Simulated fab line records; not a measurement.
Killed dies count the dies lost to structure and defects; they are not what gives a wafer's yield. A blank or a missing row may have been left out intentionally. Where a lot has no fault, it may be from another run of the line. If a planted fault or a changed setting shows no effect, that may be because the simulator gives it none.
Matching of chambers | flow nand harc | NHARC_A_ONON_D1_DEP_33 on pecvd-01 has 3 sister chambers
The step deposits SiO2, target thk 200 nm. 14 wafers are shown with their chamber, then 7 later ones without.

## EACH WAFER AND ITS CHAMBER
wafer  | chamber | heater power w (W) | mfc precursor sccm (sccm) | throttle valve pct (%)
L275.1 | 1       | 444                | 160.7                     | 16.3
L275.2 | 2       | 705                | 161.5                     | 16.2
L275.3 | 0       | 741                | 161.6                     | 16.1
L284.2 | 1       | 339                | 161.9                     | 16.0
L284.4 | 2       | 532                | 161.0                     | 15.6
L284.6 | 1       | 355                | 161.6                     | 15.7
L285.1 | 2       | 581                | 162.1                     | 15.6
L285.4 | 2       | 581                | 162.3                     | 15.8
L285.6 | 2       | 578                | 162.2                     | 15.7
L286.2 | 1       | 408                | 161.6                     | 15.7
L286.5 | 2       | 566                | 162.3                     | 15.8
L286.6 | 0       | 766                | 162.7                     | 15.4
L287.1 | 2       | 581                | 160.7                     | 15.7
L287.3 | 1       | 368                | 161.8                     | 15.8

SIGNATURES, as means of the wafers listed above
reading            | chamber 0 | chamber 1 | chamber 2 | scatter within a chamber
heater power w     | 753.50    | 382.80    | 589.14    | 47.8
mfc precursor sccm | 162.150   | 161.520   | 161.729   | 0.616
throttle valve pct | 15.750    | 15.900    | 15.771    | 0.263
Rule: for each reading, subtract the chamber's mean from the wafer's reading, divide by that reading's scatter and square the result; add these up over the readings and take the root, which gives the wafer's distance from the chamber. The wafer belongs to the nearest chamber; if the next one is less than 2 further off, it can't be placed. The scatter is the square root of a quotient: the sum, over the shown wafers, of each reading's squared deviation from its chamber's mean, divided by wafers minus chambers.

## WAFERS WHOSE CHAMBER IS MISSING
wafer  | heater power w (W) | mfc precursor sccm (sccm) | throttle valve pct (%)
L287.5 | 611                | 161.0                     | 15.6
L290.1 | 565                | 161.5                     | 15.6
L290.2 | 774                | 161.3                     | 15.6
L290.6 | 756                | 161.0                     | 15.5
L291.2 | 583                | 161.7                     | 15.7
L291.5 | 372                | 161.3                     | 16.3
L291.6 | 604                | 162.1                     | 15.6

## WHICH CHAMBER EACH ONE RAN IN
wafer  | from the rows above     | in truth
L287.5 | 2                       | 2
L290.1 | 2                       | 2
L290.2 | 0                       | 0
L290.6 | can't be placed: 0 or 2 | 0
L291.2 | 2                       | 2
L291.5 | 1                       | 1
L291.6 | 2                       | 2
Correct placement for 6 of the 7. Unplaceable from these rows: 1, with the true chamber sitting among the candidates in 1. Number placed wrongly: 0.
